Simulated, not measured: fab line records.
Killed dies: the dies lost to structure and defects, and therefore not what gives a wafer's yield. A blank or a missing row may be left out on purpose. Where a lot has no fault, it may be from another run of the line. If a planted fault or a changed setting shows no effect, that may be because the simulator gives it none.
Chamber matching :: flow nandHarc :: pecvd-03 running NHARC_A_ONON_D1_DEP_33: 3 sister chambers
The step deposits SiO2, target thk 200 nm. 14 wafers are shown with their chamber, then 7 later ones without.

WAFERS, EACH WITH ITS CHAMBER
wafer: L075.1
chamber: 2
showerheadVppV (V): 1747
throttleValvePct (%): 16.4
heaterPowerW (W): 367

wafer: L075.3
chamber: 0
showerheadVppV (V): 1966
throttleValvePct (%): 16.7
heaterPowerW (W): 597

wafer: L075.6
chamber: 0
showerheadVppV (V): 1947
throttleValvePct (%): 16.6
heaterPowerW (W): 444

wafer: L077.2
chamber: 1
showerheadVppV (V): 1820
throttleValvePct (%): 16.0
heaterPowerW (W): 642

wafer: L077.4
chamber: 2
showerheadVppV (V): 1706
throttleValvePct (%): 16.5
heaterPowerW (W): 423

wafer: L077.5
chamber: 0
showerheadVppV (V): 1924
throttleValvePct (%): 16.5
heaterPowerW (W): 484

wafer: L081.2
chamber: 2
showerheadVppV (V): 1682
throttleValvePct (%): 16.5
heaterPowerW (W): 343

wafer: L081.4
chamber: 1
showerheadVppV (V): 1816
throttleValvePct (%): 15.8
heaterPowerW (W): 555

wafer: L081.6
chamber: 2
showerheadVppV (V): 1676
throttleValvePct (%): 16.6
heaterPowerW (W): 343

wafer: L084.2
chamber: 0
showerheadVppV (V): 1916
throttleValvePct (%): 16.7
heaterPowerW (W): 469

wafer: L084.3
chamber: 2
showerheadVppV (V): 1709
throttleValvePct (%): 16.5
heaterPowerW (W): 369

wafer: L084.5
chamber: 0
showerheadVppV (V): 1912
throttleValvePct (%): 16.8
heaterPowerW (W): 481

wafer: L085.2
chamber: 0
showerheadVppV (V): 1922
throttleValvePct (%): 16.7
heaterPowerW (W): 569

wafer: L085.3
chamber: 2
showerheadVppV (V): 1696
throttleValvePct (%): 16.4
heaterPowerW (W): 423

SIGNATURES, as means of the wafers listed above
reading: showerheadVppV
chamber 0: 1931.17
chamber 1: 1818.00
chamber 2: 1702.67
scatter within a chamber: 22.2

reading: throttleValvePct
chamber 0: 16.667
chamber 1: 15.900
chamber 2: 16.483
scatter within a chamber: 0.0961

reading: heaterPowerW
chamber 0: 507.33
chamber 1: 598.50
chamber 2: 378.00
scatter within a chamber: 51.4
Rule: a wafer lies at a distance from a chamber equal to the root of the sum of squares, over the readings, of (its reading less the chamber's mean, divided by the reading's scatter). The wafer belongs to the nearest chamber; if the next one is less than 2 further off, it can't be placed. How the scatter is found: for the shown wafers, subtract from each reading the mean of its chamber, square and add these, divide the total by (wafers less chambers), then take the root.

WAFERS WITHOUT THEIR CHAMBER
wafer: L085.5
showerheadVppV (V): 1807
throttleValvePct (%): 16.1
heaterPowerW (W): 557

wafer: L089.2
showerheadVppV (V): 1697
throttleValvePct (%): 16.9
heaterPowerW (W): 402

wafer: L089.5
showerheadVppV (V): 1813
throttleValvePct (%): 15.8
heaterPowerW (W): 596

wafer: L089.6
showerheadVppV (V): 1670
throttleValvePct (%): 16.4
heaterPowerW (W): 427

wafer: L093.1
showerheadVppV (V): 1688
throttleValvePct (%): 16.6
heaterPowerW (W): 428

wafer: L093.2
showerheadVppV (V): 1917
throttleValvePct (%): 17.0
heaterPowerW (W): 573

wafer: L093.6
showerheadVppV (V): 1797
throttleValvePct (%): 16.0
heaterPowerW (W): 611

WHICH CHAMBER EACH ONE RAN IN
wafer: L085.5
from the rows above: 1
in truth: 1

wafer: L089.2
from the rows above: 2
in truth: 2

wafer: L089.5
from the rows above: 1
in truth: 1

wafer: L089.6
from the rows above: 2
in truth: 2

wafer: L093.1
from the rows above: 2
in truth: 2

wafer: L093.2
from the rows above: 0
in truth: 0

wafer: L093.6
from the rows above: 1
in truth: 1
Placed correctly: 7 of 7. Left unplaced by these rows: 0. Number placed wrongly: 0.
